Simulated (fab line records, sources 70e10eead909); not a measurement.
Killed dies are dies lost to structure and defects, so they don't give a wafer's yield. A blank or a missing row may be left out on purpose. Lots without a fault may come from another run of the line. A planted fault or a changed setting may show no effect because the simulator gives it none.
Chamber matching | flow nand_harc | NHARC_P_BONDPAD_ACTIVATE_29 on rie_diel-10: 4 sister chambers
The step chemistry N2, time 60 s. 30 wafers are shown with their chamber, then 12 later ones without.

WAFERS WITH THEIR CHAMBER
wafer  | chamber | showerhead_plenum_p_Torr (Torr) | drypump_motor_current_A (A) | rf_vpp_V (V)
L076.1 | 0       | 1.87                            | 6.5                         | 64.0
L076.2 | 3       | 1.79                            | 4.9                         | 64.1
L076.5 | 1       | 1.72                            | 6.4                         | 63.3
L075.2 | 2       | 1.88                            | 6.3                         | 65.0
L075.3 | 3       | 1.78                            | 4.9                         | 62.5
L075.6 | 1       | 1.72                            | 6.4                         | 64.3
L077.3 | 0       | 1.87                            | 6.5                         | 66.0
L077.4 | 2       | 1.88                            | 6.3                         | 64.5
L077.5 | 3       | 1.78                            | 4.9                         | 62.3
L078.2 | 1       | 1.72                            | 6.4                         | 64.3
L078.5 | 3       | 1.78                            | 4.9                         | 63.8
L078.6 | 0       | 1.87                            | 6.5                         | 64.1
L081.1 | 0       | 1.87                            | 6.5                         | 63.9
L081.3 | 3       | 1.78                            | 4.9                         | 64.0
L081.6 | 3       | 1.78                            | 4.9                         | 64.5
L085.1 | 2       | 1.88                            | 6.3                         | 63.2
L085.3 | 0       | 1.87                            | 6.5                         | 63.5
L085.4 | 3       | 1.78                            | 4.9                         | 62.3
L084.2 | 2       | 1.88                            | 6.3                         | 64.7
L084.3 | 3       | 1.78                            | 4.9                         | 64.3
L084.6 | 2       | 1.88                            | 6.3                         | 65.2
L086.2 | 2       | 1.88                            | 6.3                         | 65.1
L086.4 | 1       | 1.72                            | 6.4                         | 64.2
L086.5 | 2       | 1.88                            | 6.2                         | 65.0
L087.1 | 3       | 1.78                            | 4.9                         | 63.5
L087.2 | 0       | 1.87                            | 6.5                         | 65.6
L087.3 | 1       | 1.72                            | 6.4                         | 63.4
L088.2 | 1       | 1.72                            | 6.4                         | 63.2
L088.5 | 0       | 1.87                            | 6.5                         | 62.5
L088.6 | 3       | 1.78                            | 4.9                         | 63.9

SIGNATURES (means of the wafers above)
reading                  | chamber 0 | chamber 1 | chamber 2 | chamber 3 | scatter within a chamber
showerhead_plenum_p_Torr | 1.8700    | 1.7200    | 1.8800    | 1.7810    | 0.00186
drypump_motor_current_A  | 6.500     | 6.400     | 6.286     | 4.900     | 0.0182
rf_vpp_V                 | 64.229    | 63.783    | 64.671    | 63.520    | 0.864
Rule: a wafer's distance from a chamber is the root of the sum, over the readings, of the square of ((its reading less the chamber's mean) divided by the reading's scatter). The wafer belongs to the nearest chamber; if the next one is less than 2 further off, it can't be placed. The scatter: the root of (the sum of the squares of (reading less its chamber's mean) over the shown wafers, divided by (wafers less chambers)).

WAFERS WITHOUT THEIR CHAMBER
wafer  | showerhead_plenum_p_Torr (Torr) | drypump_motor_current_A (A) | rf_vpp_V (V)
L093.1 | 1.78                            | 4.9                         | 65.6
L093.2 | 1.87                            | 6.5                         | 65.7
L093.3 | 1.72                            | 6.4                         | 64.4
L094.1 | 1.87                            | 6.5                         | 65.0
L094.3 | 1.78                            | 4.9                         | 65.2
L094.5 | 1.87                            | 6.5                         | 64.3
L095.2 | 1.87                            | 6.5                         | 64.4
L095.4 | 1.88                            | 6.3                         | 66.8
L095.5 | 1.72                            | 6.4                         | 64.4
L097.1 | 1.88                            | 6.3                         | 64.7
L097.2 | 1.72                            | 6.4                         | 62.7
L097.3 | 1.78                            | 4.9                         | 63.9

WHICH CHAMBER EACH WENT THROUGH
wafer  | from the rows above | in truth
L093.1 | 3                   | 3
L093.2 | 0                   | 0
L093.3 | 1                   | 1
L094.1 | 0                   | 0
L094.3 | 3                   | 3
L094.5 | 0                   | 0
L095.2 | 0                   | 0
L095.4 | 2                   | 2
L095.5 | 1                   | 1
L097.1 | 2                   | 2
L097.2 | 1                   | 1
L097.3 | 3                   | 3
Placed correctly: 12 of 12. Can't be placed from these rows: 0. Placed wrongly: 0.
